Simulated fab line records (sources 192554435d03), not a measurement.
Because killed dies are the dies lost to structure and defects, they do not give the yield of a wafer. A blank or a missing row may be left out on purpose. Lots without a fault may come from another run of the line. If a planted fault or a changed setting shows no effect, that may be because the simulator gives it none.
Matching of chambers | flow n5Finfet | 3 sister chambers for N5_BEOL_M1_ILD_DEP_00 on pecvd-02
The step deposits SiOC from DEMS/O2, target thk 79 nm, time 15.3 s. 14 wafers are shown with their chamber, then 7 later ones without.

## EACH WAFER AND ITS CHAMBER
wafer  | chamber | showerheadVppV (V) | throttleValvePct (%) | showerheadPlenumPTorr (Torr)
L076.3 | 2       | 1353               | 11.0                 | 5.695
L076.4 | 0       | 1527               | 12.4                 | 5.709
L076.6 | 1       | 1362               | 13.2                 | 5.689
L079.1 | 1       | 1348               | 13.1                 | 5.692
L079.4 | 2       | 1376               | 10.9                 | 5.688
L079.5 | 1       | 1374               | 13.2                 | 5.695
L082.1 | 2       | 1352               | 11.6                 | 5.698
L082.4 | 2       | 1365               | 11.3                 | 5.682
L082.5 | 0       | 1518               | 12.6                 | 5.727
L084.1 | 0       | 1513               | 12.6                 | 5.712
L084.3 | 1       | 1366               | 13.0                 | 5.683
L084.6 | 1       | 1364               | 13.3                 | 5.685
L087.1 | 2       | 1348               | 11.2                 | 5.696
L087.3 | 1       | 1373               | 13.2                 | 5.694

SIGNATURES, as means of the wafers listed above
reading               | chamber 0 | chamber 1 | chamber 2 | scatter within a chamber
showerheadVppV        | 1519.33   | 1364.50   | 1358.80   | 9.89
throttleValvePct      | 12.533    | 13.167    | 11.200    | 0.186
showerheadPlenumPTorr | 5.71600   | 5.68967   | 5.69180   | 0.00662
Rule: a wafer's distance from a chamber is the root of the sum, over the readings, of the square of ((its reading less the chamber's mean) divided by the reading's scatter). If the next closest chamber is less than 2 further off than the closest, the wafer can't be placed; otherwise it belongs to the closest. How the scatter is found: for the shown wafers, subtract from each reading the mean of its chamber, square and add these, divide the total by (wafers less chambers), then take the root.

## WAFERS WHOSE CHAMBER IS MISSING
wafer  | showerheadVppV (V) | throttleValvePct (%) | showerheadPlenumPTorr (Torr)
L087.5 | 1319               | 13.1                 | 5.687
L089.2 | 1504               | 12.8                 | 5.721
L089.3 | 1345               | 11.3                 | 5.697
L089.4 | 1376               | 13.4                 | 5.689
L091.3 | 1338               | 11.4                 | 5.695
L091.4 | 1372               | 11.5                 | 5.697
L091.5 | 1518               | 12.5                 | 5.729

## CHAMBER TAKEN BY EACH
wafer  | from the rows above | in truth
L087.5 | 1                   | 1
L089.2 | 0                   | 0
L089.3 | 2                   | 2
L089.4 | 1                   | 1
L091.3 | 2                   | 2
L091.4 | 2                   | 2
L091.5 | 0                   | 0
Placed correctly: 7 of 7. Can't be placed from these rows: 0. Number placed wrongly: 0.
